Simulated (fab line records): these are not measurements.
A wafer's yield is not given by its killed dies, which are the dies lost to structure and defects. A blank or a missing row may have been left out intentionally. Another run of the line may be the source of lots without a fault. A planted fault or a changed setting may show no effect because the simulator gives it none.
Struck lot and sound lot, side by side || flow nand harc || 15 out of 1159 route steps
Sound: the wafers L604.1, L604.5, L604.6. Struck: wafer L610.1 (L610.2, L610.5, from the same lot, were not struck and are left out); the cause is given at the end.
Per side, at each step with rows, come the tool, then ch with its chambers, and then its first start. Under that, the readings that differ: sound wafers || struck wafers || difference of the means || sigmas: that difference in standard deviations of wafers without a fault.
alike: readings with means less than 2 such deviations apart, plus words and numbers identical on both sides. not compared: withheld readings, readings lacking a value on some wafer, bounds such as >300 that could conceal the same value, and numbers that have no deviation in the record and whose values overlap.
Wherever a step has rows on one side only, a row that says differs or no value, or a row with sigmas, the two part there. Numbers that have no deviation but don't overlap get no sigmas and don't part them. A reading that every wafer of one side lacks parts them only if that side has two wafers or more.

NHARC_A_SGD_CUT_ETCH_15: etches the open film in CH3F/O2, target depth 75 nm, time 64.3 s.
  sound: rie diel-07 ch 0,1; struck: rie diel-04 ch 0
  alike: drypump motor current A, oes product au, rf vpp V, showerhead plenum p Torr, throttle valve pct
  not compared: rf hours counter h
NHARC_A_SGD_CUT_ETCH_16: etches the open film in C4F8/O2/Ar, target depth 310.5 nm, time 155.2 s.
  sound: rie diel-07 ch 0,1; struck: rie diel-04 ch 2
  alike: oes product au, rf vpp V
  not compared: rf hours counter h
then, 1 step without rows for these wafers: NHARC_A_SGD_CUT_STRIP_60 (strips in C4F8/O2/Ar).
NHARC_A_SGD_CUT_STRIP_17: strips in O2.
  sound: rie diel-07 ch 0,1,2; struck: rie diel-04 ch 3
  alike: drypump motor current A, oes product au, rf vpp V, showerhead plenum p Torr, throttle valve pct
  not compared: rf hours counter h
then, 4 steps without rows for these wafers: NHARC_A_SGD_CUT_PRECLEAN_18 (cleans in SC1); NHARC_A_SGD_CUT_SRD_19; NHARC_A_SGD_CUT_DEP_20 (deposits SiO2, target thk 150 nm); NHARC_A_SGD_CUT_ANNEAL_27 (time 1800 s).
NHARC_A_SGD_CUT_CMP_21: polishes, target thk 148.19 nm.
  sound on cmp-03 ch 0,1, day 15 11:44; struck on cmp-04 ch 1, day 17 07:30
  alike: motor current A, time to endpoint s
NHARC_A_SGD_CUT_THK_MEAS_22: measures by ellipsometry.
  struck on film metro-02, day 17 07:46; sound on film metro-01, day 15 11:59
  alike: thk nm
then, 2 steps without rows for these wafers: NHARC_A_SGD_CUT_SRD_23; NHARC_A_SGD_CUT_ETCH_26 (etches SiO2 in dHF, target depth 45.8 nm).
NHARC_A_SGD_CUT_ETCHBACK_24: etches the open film in CH3F/O2, target depth 50 nm, time 92.857 s.
  sound on rie diel-07 ch 1,2, day 15 12:14; struck on rie diel-07 ch 0, day 17 07:59
{"reading": "oes product au (a.u.)", "sound": "0.93 0.93 0.93", "struck": 1.01, "difference": "+0.08", "sigmas": "+2"}
{"reading": "run length s (s)", "sound": "113.9 114.4 114.4", "struck": 93.6, "difference": -20.6, "sigmas": -38}
  alike: drypump motor current A, rf vpp V, showerhead plenum p Torr, throttle valve pct
  not compared: rf hours counter h
NHARC_A_SGD_CUT_STRIP_28: strips in O2, time 20 s.
  sound: rie diel-07 ch 0,1,2; struck: rie diel-07 ch 3
{"reading": "oes product au (a.u.)", "sound": "1.001 0.994 1.000", "struck": 1.014, "difference": "+0.016", "sigmas": "+2"}
{"reading": "throttle valve pct (%)", "sound": "17.049 17.051 17.027", "struck": 17.023, "difference": -0.019, "sigmas": -2}
  alike: drypump motor current A, rf vpp V, showerhead plenum p Torr
  not compared: rf hours counter h
-- the record jumps here: 5 days lie between the struck wafers' starts before and after (it left off in module A_SGD_CUT and takes up again in module END, whose first step shown is number 1159 of the route) --
NHARC_END_SORT_01:
  the record has rows for the struck wafers here (prober-02 ch 0, day 22 07:46) and none for the sound ones

## WHERE THEY PART
Last at NHARC_END_SORT_01 as far as this record goes, first at NHARC_A_SGD_CUT_ETCHBACK_24.

WHY: what the simulator had put in
rie diel-07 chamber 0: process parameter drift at NHARC_A_SGD_CUT_ETCHBACK_24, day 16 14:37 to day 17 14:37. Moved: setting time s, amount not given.
